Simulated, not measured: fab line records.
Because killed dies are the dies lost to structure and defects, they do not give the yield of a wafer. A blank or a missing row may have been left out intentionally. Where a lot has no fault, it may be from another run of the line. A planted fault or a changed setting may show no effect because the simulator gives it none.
Which tool is to blame?	flow nand harc	Sampling: 11 lots, 33 wafers, 5 of 1302 route steps

WHAT THE GAUGES READ, wafer by wafer
NHARC_END_SORT_01. Usual: killed at array 62, standard deviation 22; killed at other 1.0, standard deviation 1.4; killed at periphery 4.2, standard deviation 2.8; killed dies 67, standard deviation 23; killed open 3.1, standard deviation 1.7; killed short 2.1, standard deviation 1.5.
lot	measured	on	killed at array	killed at other	killed at periphery	killed dies	killed open	killed short	flag
L700	day 30 10:26	prober-01	676 673 674	0 0 0	1 4 3	677 677 677	0 4 1	1 2 3	OFF
L701	day 30 18:14	prober-01	676 674 675	1 0 1	0 3 1	677 677 677	0 3 4	3 2 2	OFF
L699	day 30 11:14	prober-02	672 673 669	0 0 0	5 4 8	677 677 677	4 1 2	1 0 7	OFF

WHICH TOOL RAN EACH LOT (tool, then ch and the chambers of the sampled wafers, then the start)
lot	NHARC_A_CHANNEL_HOLE_D2_ETCH_19	NHARC_A_CHANNEL_HOLE_D2_ETCH_21	NHARC_A_CHANNEL_HOLE_D2_ETCH_24	NHARC_A_CHANNEL_HOLE_D2_ETCH_26
L687	har etch-01 ch 0,1, day 13 05:24	har etch-01 ch 0,1, day 13 05:56	har etch-01 ch 0,1, day 13 07:46	har etch-01 ch 0,1, day 13 09:13
L690	har etch-01 ch 0,1, day 14 14:59	har etch-01 ch 0,1, day 14 15:25	har etch-01 ch 0,1, day 14 17:08	har etch-01 ch 0,1, day 14 18:47
L698	har etch-01 ch 0,1, day 18 00:11	har etch-01 ch 0,1, day 18 00:41	har etch-01 ch 0,1, day 18 02:26	har etch-01 ch 0,1, day 18 03:59
L700	har etch-01 ch 0,1, day 18 21:47	har etch-01 ch 0,1, day 18 22:13	har etch-01 ch 0,1, day 18 23:55	har etch-01 ch 0,1, day 19 01:34
L701	har etch-02 ch 0,1, day 18 21:57	har etch-02 ch 0,1, day 18 22:22	har etch-02 ch 0,1, day 19 00:05	har etch-02 ch 0,1, day 19 01:44
L699	har etch-01 ch 0, day 19 01:57	har etch-01 ch 0, day 19 02:22	har etch-01 ch 0, day 19 04:05	har etch-01 ch 0, day 19 05:44
L702	har etch-02 ch 0,1, day 19 18:10	har etch-02 ch 0,1, day 19 18:35	har etch-02 ch 0,1, day 19 20:18	har etch-02 ch 0,1, day 19 21:58
L703	har etch-02 ch 0,1, day 20 03:13	har etch-02 ch 0,1, day 20 03:41	har etch-02 ch 0,1, day 20 05:27	har etch-02 ch 0,1, day 20 07:00
L704	har etch-01 ch 0,1, day 21 04:10	har etch-01 ch 0,1, day 21 04:38	har etch-01 ch 0,1, day 21 06:24	har etch-01 ch 0,1, day 21 07:58
L707	har etch-02 ch 0,1, day 22 11:31	har etch-02 ch 0,1, day 22 12:07	har etch-02 ch 0,1, day 22 13:59	har etch-02 ch 0,1, day 22 15:21
L708	har etch-02 ch 0,1, day 22 15:38	har etch-02 ch 0,1, day 22 16:04	har etch-02 ch 0,1, day 22 17:47	har etch-02 ch 0,1, day 22 19:25
- NHARC_A_CHANNEL_HOLE_D2_ETCH_19: etches the open film in C4F8/O2/Ar, time 34.5 s.
- NHARC_A_CHANNEL_HOLE_D2_ETCH_21: etches the open film in C4F8/O2/Ar, time 514.3 s, target depth 1600 nm.
- NHARC_A_CHANNEL_HOLE_D2_ETCH_24: etches the open film in C4F8/O2/Ar, time 906.2 s, target depth 1500 nm.
- NHARC_A_CHANNEL_HOLE_D2_ETCH_26: etches the open film in C4F8/O2/Ar, time 224.1 s, target depth 300 nm.

WHAT THE TOOLS THEMSELVES READ (means of the sampled wafers that have a number; where no wafer has one, the mark that the record gives instead)
NHARC_A_CHANNEL_HOLE_D2_ETCH_19. Usual: bias v 1200 V, standard deviation 12; c4f8 flow sccm 28.80 sccm, standard deviation 0.091; drypump motor current A 5.5 A, standard deviation 0.49; rf fwd power W 2440 W, standard deviation 8.2; showerhead plenum p Torr 3.69 Torr, standard deviation 0.14; throttle valve pct 37.038 %, standard deviation 0.0097.
lot	tool	bias v (V)	c4f8 flow sccm (sccm)	drypump motor current A (A)	rf fwd power W (W)	showerhead plenum p Torr (Torr)	throttle valve pct (%)	flag
L687	har etch-01	1187	28.83	6.0	2450	3.70	37.041	
L690	har etch-01	1205	28.78	6.0	2447	3.69	37.033	
L698	har etch-01	1206	28.78	5.9	2434	3.62	37.044	
L700	har etch-01	-	-	-	-	-	-	OFF
L701	har etch-02	-	-	-	-	-	-	OFF
L699	har etch-01	-	-	-	-	-	-	OFF
L702	har etch-02	1201	28.72	5.0	2439	3.82	37.036	
L703	har etch-02	1184	28.80	4.9	2440	3.89	37.030	
L704	har etch-01	1202	28.84	5.9	2439	3.59	37.041	
L707	har etch-02	1207	28.75	4.9	2442	3.87	37.035	
L708	har etch-02	1207	28.82	4.9	2439	3.87	37.049	

NHARC_A_CHANNEL_HOLE_D2_ETCH_21. Usual: c4f8 flow sccm 89.27 sccm, standard deviation 0.25; chamber pressure mTorr 20.001 mTorr, standard deviation 0.017; drypump motor current A 5.5 A, standard deviation 0.5; showerhead plenum p Torr 3.65 Torr, standard deviation 0.13; throttle valve pct 32.153 %, standard deviation 0.0084.
lot	tool	c4f8 flow sccm (sccm)	chamber pressure mTorr (mTorr)	drypump motor current A (A)	showerhead plenum p Torr (Torr)	throttle valve pct (%)	flag
L687	har etch-01	89.44	19.998	6.0	3.66	32.157	
L690	har etch-01	89.22	20.005	6.0	3.65	32.145	
L698	har etch-01	89.24	20.011	5.9	3.58	32.153	
L700	har etch-01	89.44	20.003	6.0	3.61	32.154	
L701	har etch-02	89.29	19.994	4.9	3.77	32.161	
L699	har etch-01	89.24	19.986	6.0	3.65	32.157	
L702	har etch-02	89.29	20.005	5.0	3.77	32.150	
L703	har etch-02	89.22	19.996	4.9	3.84	32.153	
L704	har etch-01	89.40	19.988	5.9	3.56	32.158	
L707	har etch-02	89.42	20.014	4.9	3.83	32.154	
L708	har etch-02	88.95	19.999	4.9	3.82	32.164	

NHARC_A_CHANNEL_HOLE_D2_ETCH_24. Usual: c4f8 flow sccm 93.77 sccm, standard deviation 0.26; chamber pressure mTorr 20.000 mTorr, standard deviation 0.019; drypump motor current A 5.5 A, standard deviation 0.5; showerhead plenum p Torr 3.64 Torr, standard deviation 0.13; throttle valve pct 32.235 %, standard deviation 0.0094.
lot	tool	c4f8 flow sccm (sccm)	chamber pressure mTorr (mTorr)	drypump motor current A (A)	showerhead plenum p Torr (Torr)	throttle valve pct (%)	flag
L687	har etch-01	93.69	19.991	5.9	3.65	32.232	
L690	har etch-01	93.54	20.000	6.0	3.64	32.226	
L698	har etch-01	93.83	20.015	5.9	3.57	32.239	
L700	har etch-01	93.67	20.006	5.9	3.61	32.227	
L701	har etch-02	93.79	20.015	5.0	3.76	32.220	
L699	har etch-01	93.84	20.005	6.0	3.64	32.237	
L702	har etch-02	93.87	19.994	5.0	3.76	32.228	
L703	har etch-02	93.86	20.008	4.9	3.84	32.243	
L704	har etch-01	93.52	20.024	5.9	3.55	32.229	
L707	har etch-02	93.60	19.999	5.0	3.82	32.246	
L708	har etch-02	93.95	20.010	4.9	3.82	32.235	

NHARC_A_CHANNEL_HOLE_D2_ETCH_26. Usual: bias v 299.5 V, standard deviation 2.9; c4f8 flow sccm 11.41 sccm, standard deviation 0.033; drypump motor current A 5.5 A, standard deviation 0.49; showerhead plenum p Torr 3.69 Torr, standard deviation 0.14; throttle valve pct 24.585 %, standard deviation 0.0093.
lot	tool	bias v (V)	c4f8 flow sccm (sccm)	drypump motor current A (A)	showerhead plenum p Torr (Torr)	throttle valve pct (%)	flag
L687	har etch-01	298.0	11.41	6.0	3.70	24.593	
L690	har etch-01	301.8	11.36	5.9	3.69	24.583	
L698	har etch-01	300.0	11.41	5.9	3.61	24.581	
L700	har etch-01	296.5	11.38	6.0	3.65	24.581	
L701	har etch-02	302.1	11.41	5.0	3.82	24.585	
L699	har etch-01	298.4	11.41	6.0	3.69	24.579	
L702	har etch-02	301.3	11.43	5.0	3.82	24.579	
L703	har etch-02	299.6	11.43	4.9	3.89	24.586	
L704	har etch-01	304.3	11.39	5.9	3.59	24.588	
L707	har etch-02	300.3	11.41	4.9	3.87	24.591	
L708	har etch-02	300.0	11.43	4.9	3.87	24.584	

THE ANSWER, worked out from the rows above alone
Rule: a lot is off if the mean of its wafers that have a number lies more than 3 standard deviations from the usual mean. Also off: a lot with no number at a reading for which 4 or more lots have one. The other lots that the step has rows for count as sound. After the gauges, taken in route order, come the tools' own readings; for these a lot's mean is taken, as printed above. The first step at which some lot is off is used, and at that step the reading that is off furthest; a lot without a number counts as furthest.
Off, at NHARC_END_SORT_01 on killed at array: L700, L701, L699. Neither off nor sound, because the step has no rows for them: L687, L690, L698, L702, L703, L704, L707, L708.
If a tool, at a process step before that reading, ran all the lots that are off and no sound lot after the first of them, it fits. Not tried: the gauges at NHARC_END_SORT_01; whatever is off there is also off at NHARC_A_CHANNEL_HOLE_D2_ETCH_19, on other tools, and gauge error can't account for it. Of those tried, none fits.

WHAT HAD BEEN PUT IN BY THE SIMULATOR
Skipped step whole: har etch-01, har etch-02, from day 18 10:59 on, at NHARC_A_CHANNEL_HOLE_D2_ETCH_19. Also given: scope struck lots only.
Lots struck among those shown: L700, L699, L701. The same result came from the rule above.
